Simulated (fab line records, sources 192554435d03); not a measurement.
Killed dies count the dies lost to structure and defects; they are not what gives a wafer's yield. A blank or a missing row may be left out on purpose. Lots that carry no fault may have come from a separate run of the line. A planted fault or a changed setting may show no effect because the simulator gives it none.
Problem report, 8D (eight disciplines) form, completed by code + flow n5-finfet + the parts of the form that need people (team, actions taken, sign-off) are left out

## 1. WHAT IS WRONG
Mean CJ_N at N5_BEOL_M4_RC_MEAS_101: 2.58 over 9 wafers in 3 lots; fault-free wafers: 4.34, standard deviation 0.07. That puts it -25 standard deviations away from the usual mean.
First observed at day 12 20:25: wafer L581.1, on prober-01. Wafers with a number at this step in the record: 30, from 10 lots. Rule for "out" (also "out of limits"): further than 4 standard deviations from the usual mean. The rest of the wafers with a number are treated as sound.

## 2. WHAT IT IS AND WHAT IT IS NOT
| question                    | is                     | is not                                                                          |
|-----------------------------|------------------------|---------------------------------------------------------------------------------|
| which readings at this step | CJ_N                   | DIBL_P, IOFF_P, ION_N, ION_P, SS_P, VT_N, VT_P                                  |
| which lots                  | L579, L581, L583       | L571, L573, L578, L580, L582, L592, L594                                        |
| which wafers of those lots  | all that have a number | -                                                                               |
| read on which gauges        | prober-01, prober-02   | -                                                                               |
| when                        | from day 12 20:25      | up to then (12 sound wafers); but 9 sound wafers of L582, L592, L594 came after |

## 3. WHAT RULES OUT EACH SUSPECT
Counting: a tool at a process step up to the reading stays a suspect if it ran every lot that is out and no sound lot after the first of them.
- the gauge at N5_BEOL_M4_RC_MEAS_101 has been ruled out. Those wafers that are out were read across 2 gauges (prober-01, prober-02).
- implanter-01 at N5_WELL_APT_IMPLANT_32: kept. Every lot that is out went through it, starting with L579 (day 3 15:38), and after that it ran no sound lot; the last sound lot it ran before then is L578 (day 3 14:13). Out on those wafers are its own readings of dose-ions-cm2, faraday-current-uA.
The count leaves implanter-01 at N5_WELL_APT_IMPLANT_32.

## 4. THE CAUSE (what the simulator had put in)
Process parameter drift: implanter-01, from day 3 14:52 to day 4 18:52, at N5_WELL_APT_IMPLANT_32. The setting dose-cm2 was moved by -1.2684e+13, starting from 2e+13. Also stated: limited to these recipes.
Counting left only this tool.

## 5. SEQUENCE OF EFFECTS, ordered by route
Rows list readings where the struck wafers' mean (over those with a number) sits beyond 3 standard deviations from the usual. Only readings for which the record gives a usual standard deviation are gone through. hours: the time from each lot's start at the first step in this table that gives one to its start at this step, as a median over the lots. sigmas: the change in usual standard deviations.
| hours | step                   | reading            | usual       | on struck wafers | change      | sigmas      |
|-------|------------------------|--------------------|-------------|------------------|-------------|-------------|
| 0     | N5_WELL_APT_IMPLANT_32 | dose-ions-cm2      | 2.0006e+13  | 7.3319e+12       | -1.2674e+13 | -99 or more |
| 0     | N5_WELL_APT_IMPLANT_32 | faraday-current-uA | 254         | 94               | -160        | -30         |
| 226   | N5_BEOL_M4_RC_MEAS_101 | CJ_N               | 4.34        | 2.58             | -1.76       | -25         |
| 226   | N5_BEOL_M4_RC_MEAS_101 | RS_PWELL           | 3011 ohm/sq | 3121             | +110        | +5.5        |
Its process steps:
- N5_WELL_APT_IMPLANT_32

## 6. WHAT WOULD HAVE CAUGHT IT SOONER
In this record the first reading out of limits at a measuring or inspecting step was taken at day 12 20:25, 222 hours after the fault began at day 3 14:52.
Tool's own readings at N5_WELL_APT_IMPLANT_32, dose-ions-cm2, faraday-current-uA: out on all struck wafers the step has rows for; an alarm limit on them would have tripped on the first.
Lots out: 3; all had begun N5_WELL_APT_IMPLANT_32 on implanter-01 by day 12 20:25. None of them would have been spared by holding the tool at that moment.
